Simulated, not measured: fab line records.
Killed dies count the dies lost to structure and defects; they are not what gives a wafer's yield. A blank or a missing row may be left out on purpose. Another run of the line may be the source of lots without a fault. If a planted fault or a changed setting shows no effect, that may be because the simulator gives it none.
The tool behind it: which one?    flow n5-finfet    11 lots with 33 wafers sampled at 4 steps, on a route of 1938 steps

## WHAT THE GAUGES READ, wafer by wafer
N5_PMOS_HMC_CHANNEL_EPI_CD_MEAS_09 targets a cd of 237.4 nm. Usual: cd-nm 237.4 nm, standard deviation 0.93.
lot   measured     on         cd-nm (nm)         flag
L896  day 2 11:14  cd-sem-02  237.9 238.0 238.3  
L898  day 3 00:07  cd-sem-02  236.8 237.2 238.0  
L901  day 3 17:44  cd-sem-02  237.4 237.4 237.1  
L902  day 3 23:20  cd-sem-03  236.3 238.9 239.1  
L904  day 4 11:08  cd-sem-03  236.4 237.6 236.4  
L905  day 4 17:32  cd-sem-03  237.4 236.9 235.9  
L908  day 5 11:34  cd-sem-02  237.9 238.3 239.7  
L909  day 5 17:38  cd-sem-01  238.1 237.0 236.3  
L910  day 5 23:41  cd-sem-01  238.6 238.2 238.8  
L911  day 6 05:17  cd-sem-02  238.0 237.6 238.3  
L915  day 7 05:30  cd-sem-03  238.4 236.9 237.9  

## EACH LOT AND THE TOOL THAT RAN IT (in order: tool; ch and the chambers of the sampled wafers; start)
lot   N5_ZERO_LAYER_ETCH_18            N5_WELL_APT_DESCUM_30              N5_WELL_APT_IMPLANT_32
L896  rie-si-03 ch 0,1, day 2 06:47    rie-diel-03 ch 0,1,3, day 2 09:01  implanter-01 ch 0, day 2 09:17
L898  rie-si-04 ch 0,1, day 2 18:58    rie-diel-02 ch 0,1,3, day 2 21:12  implanter-01 ch 0, day 2 21:32
L901  rie-si-02 ch 1,2,3, day 3 12:49  rie-diel-06 ch 1,2,3, day 3 15:38  implanter-02 ch 0, day 3 15:56
L902  rie-si-04 ch 1,2,3, day 3 19:06  rie-diel-02 ch 1,2,3, day 3 21:09  implanter-02 ch 0, day 3 21:26
L904  rie-si-04 ch 0,1,3, day 4 06:47  rie-diel-02 ch 0,1,2, day 4 08:54  implanter-02 ch 0, day 4 09:13
L905  rie-si-03 ch 0,1,3, day 4 12:55  rie-diel-02 ch 0,1,2, day 4 15:20  implanter-02 ch 0, day 4 15:37
L908  rie-si-04 ch 0,3, day 5 06:56    rie-diel-03 ch 0,1, day 5 09:14    implanter-02 ch 0, day 5 09:32
L909  rie-si-04 ch 0,2,3, day 5 12:56  rie-diel-03 ch 0,1,3, day 5 15:05  implanter-02, day 5 15:23
L910  rie-si-04 ch 0,1, day 5 18:58    rie-diel-06 ch 2,3, day 5 21:32    implanter-01, day 5 21:49
L911  rie-si-03 ch 0,3, day 6 00:55    rie-diel-06 ch 0,1,2, day 6 03:19  implanter-01, day 6 03:38
L915  rie-si-04 ch 0,2,3, day 7 01:02  rie-diel-03 ch 0,1,3, day 7 03:11  implanter-02 ch 0, day 7 03:27
- N5_ZERO_LAYER_ETCH_18: etches Si in HBr/Cl2, target depth 120 nm, time 40 s.
- N5_WELL_APT_DESCUM_30: chemistry O2, time 7.9 s.
- N5_WELL_APT_IMPLANT_32

## AS READ BY THE TOOLS THEMSELVES (means over the sampled wafers that have a number; for cases with no such wafer, the mark the record gives instead)
N5_ZERO_LAYER_ETCH_18. Usual: drypump-motor-current-A 5.9 A, standard deviation 0.59; mfc-cl2-sccm 79.99 sccm, standard deviation 0.27; oes-product-au 0.998 a.u., standard deviation 0.011; throttle-valve-pct 36.3 %, standard deviation 0.43.
lot   tool       drypump-motor-current-A (A)  mfc-cl2-sccm (sccm)  oes-product-au (a.u.)  throttle-valve-pct (%)  flag
L896  rie-si-03  6.7                          79.76                1.001                  37.0                    
L898  rie-si-04  5.6                          79.99                0.998                  36.0                    
L901  rie-si-02  6.2                          80.17                0.991                  36.3                    
L902  rie-si-04  5.6                          79.86                1.001                  36.4                    
L904  rie-si-04  5.8                          80.07                1.003                  36.1                    
L905  rie-si-03  6.2                          80.25                0.992                  36.7                    
L908  rie-si-04  6.0                          79.94                1.004                  36.2                    
L909  rie-si-04  6.0                          79.60                1.005                  36.3                    
L910  rie-si-04  5.6                          79.78                0.997                  36.0                    
L911  rie-si-03  6.3                          79.99                0.997                  36.9                    
L915  rie-si-04  6.0                          79.54                1.004                  36.3                    

N5_WELL_APT_DESCUM_30. Usual: value, then standard deviation, for each; bias-power-w 20.00 W / 0.053; drypump-motor-current-A 5.5 A / 0.31; o2-flow-sccm 225.1 sccm / 0.71; oes-product-au 0.78 a.u. / 0.086; rf-vpp-V 242.9 V / 1.2; showerhead-plenum-p-Torr 2.07 Torr / 0.058; throttle-valve-pct 20.42 % / 0.24.
lot   tool         bias-power-w (W)  drypump-motor-current-A (A)  o2-flow-sccm (sccm)  oes-product-au (a.u.)  rf-vpp-V (V)  showerhead-plenum-p-Torr (Torr)  throttle-valve-pct (%)  flag
L896  rie-diel-03  19.97             5.4                          225.4                0.79                   243.4         2.10                             20.23                   
L898  rie-diel-02  20.00             5.5                          225.5                0.75                   242.7         2.02                             20.63                   
L901  rie-diel-06  19.98             5.6                          224.6                0.77                   244.0         2.09                             20.51                   
L902  rie-diel-02  20.04             5.6                          225.6                0.75                   242.6         2.05                             20.68                   
L904  rie-diel-02  20.00             5.5                          224.8                0.75                   241.9         2.02                             20.60                   
L905  rie-diel-02  20.04             5.5                          224.8                0.75                   242.3         2.02                             20.59                   
L908  rie-diel-03  20.01             5.2                          225.4                0.79                   242.9         2.09                             20.40                   
L909  rie-diel-03  19.99             5.4                          225.1                0.77                   244.4         2.09                             20.27                   
L910  rie-diel-06  20.04             5.8                          225.6                0.75                   242.9         2.03                             20.52                   
L911  rie-diel-06  19.96             5.6                          225.8                0.89                   242.6         2.10                             20.24                   
L915  rie-diel-03  20.01             5.4                          225.3                0.75                   242.8         2.09                             20.29                   

N5_WELL_APT_IMPLANT_32. Usual: beam-energy-keV 50.004, standard deviation 0.016; beam-on-s 9.97 s, standard deviation 0.2.
lot   tool          beam-energy-keV  beam-on-s (s)  flag
L896  implanter-01  50.008           9.87           
L898  implanter-01  49.997           10.09          
L901  implanter-02  50.016           9.97           
L902  implanter-02  50.005           9.95           
L904  implanter-02  50.015           9.89           
L905  implanter-02  50.021           9.89           
L908  implanter-02  49.994           10.08          
L909  implanter-02  -                -              OFF
L910  implanter-01  -                -              OFF
L911  implanter-01  -                -              OFF
L915  implanter-02  50.005           9.99           

## THE ANSWER, worked out from the rows above alone
Rule: a lot counts as off when the mean over its wafers that have a number is more than 3 standard deviations away from the usual mean. A lot without any number at a reading at which 4 lots or more have one is off too. The other lots that the step has rows for count as sound. The gauges are gone through in route order, then the tools' own readings, and for those a lot's mean is taken as printed above. At the first step where some lot is off, the reading lying furthest off is the one used; lots without a number count as furthest.
Off at N5_WELL_APT_IMPLANT_32 (beam-energy-keV): L909, L910, L911. Without a number there: L909, L910, L911.
A tool fits if, at that step or a process step before it, it ran every lot that is off, and no sound lot after the first of them. Of those tried, none fits.

## WHAT THE SIMULATOR HAD PUT IN
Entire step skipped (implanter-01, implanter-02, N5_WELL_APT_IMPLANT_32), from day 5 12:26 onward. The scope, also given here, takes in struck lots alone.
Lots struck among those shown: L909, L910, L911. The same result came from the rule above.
